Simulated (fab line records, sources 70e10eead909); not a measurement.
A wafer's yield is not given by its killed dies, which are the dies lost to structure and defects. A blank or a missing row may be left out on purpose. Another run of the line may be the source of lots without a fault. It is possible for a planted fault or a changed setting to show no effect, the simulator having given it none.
Which of the tools did it? ; flow nand-harc ; 12 lots with 36 wafers sampled at 3 steps, on a route of 1302 steps

## WHAT THE GAUGES READ, wafer by wafer
NHARC_A_SLIT_OVL_MEAS_10.
lot;measured;on;overlay-x-nm (nm)
L075;day 20 01:52;overlay-01;0.7 1.1 1.2
L076;day 21 05:51;overlay-02;0.9 1.2 0.5
L077;day 21 13:31;overlay-01;1.3 1.2 1.1
L080;day 22 00:53;overlay-02;0.6 0.5 0.4
L083;day 23 11:22;overlay-01;0.0 0.1 -0.2
L085;day 24 18:58;overlay-02;-0.2 -0.7 -0.1
L088;day 25 05:40;overlay-02;-1.0 -1.5 -1.4
L089;day 25 16:47;overlay-02;-0.4 -0.1 -0.4
L091;day 26 05:17;overlay-02;-0.6 0.2 -0.5
L092;day 26 22:12;overlay-01;0.5 -0.4 0.4
L094;day 28 03:41;overlay-01;0.8 1.1 0.6
L097;day 29 06:26;overlay-02;-0.6 -0.6 -0.4

## WHAT TOOL EACH LOT RAN ON (gives the tool, then ch and the chambers of the sampled wafers, and finally the start)
lot;NHARC_A_SGD_CUT_CMP_21;NHARC_A_SLIT_DEP_23
L075;cmp-02 ch 0,2,3, day 19 20:12;pecvd-02 ch 1,2, day 20 01:13
L076;cmp-01 ch 0,2, day 21 00:01;pecvd-04 ch 1,2, day 21 05:05
L077;cmp-02 ch 0,1,3, day 21 04:03;pecvd-04 ch 1,2, day 21 12:44
L080;cmp-02 ch 0,2,3, day 21 17:22;pecvd-02 ch 0,1, day 22 00:11
L083;cmp-03 ch 1,2,3, day 23 05:50;pecvd-01 ch 1,2, day 23 10:44
L085;cmp-03 ch 0,1, day 24 13:27;pecvd-01 ch 0,1, day 24 18:21
L088;cmp-01 ch 0,3, day 25 00:01;pecvd-01 ch 0,1, day 25 04:56
L089;cmp-02 ch 0,2,3, day 25 11:00;pecvd-04 ch 0,2, day 25 16:01
L091;cmp-03 ch 0,1,2, day 25 23:41;pecvd-01 ch 0,1,2, day 26 04:31
L092;cmp-02 ch 0,2,3, day 26 12:47;pecvd-01 ch 0,2, day 26 21:28
L094;cmp-01 ch 0,2,3, day 27 21:31;pecvd-02 ch 0,1,2, day 28 02:59
L097;cmp-03 ch 0,3, day 29 00:45;pecvd-04 ch 0,2, day 29 05:41
- NHARC_A_SGD_CUT_CMP_21: polishes, target thk 148.19 nm.
- NHARC_A_SLIT_DEP_23: deposits SiON, target thk 100 nm.

## THE ANSWER, worked out from the rows above alone
Rule: usual is defined by the lots themselves. The widest of any qualifying gaps counts: lots, ordered by their means at a reading, are off when they make up no more than a third of the lots, leave a main group of 4 or more, and stand apart from it by 3 or more times the standard deviation of that group's means. If all means in a main group match to the digits the tables above print for the reading, that group is not used. Also off: a lot with no number at a reading for which 4 or more lots have one. All remaining lots with rows at the step are treated as sound.
None of the lots is off at any reading shown; this tells nothing.

## WHAT THE SIMULATOR PUT IN
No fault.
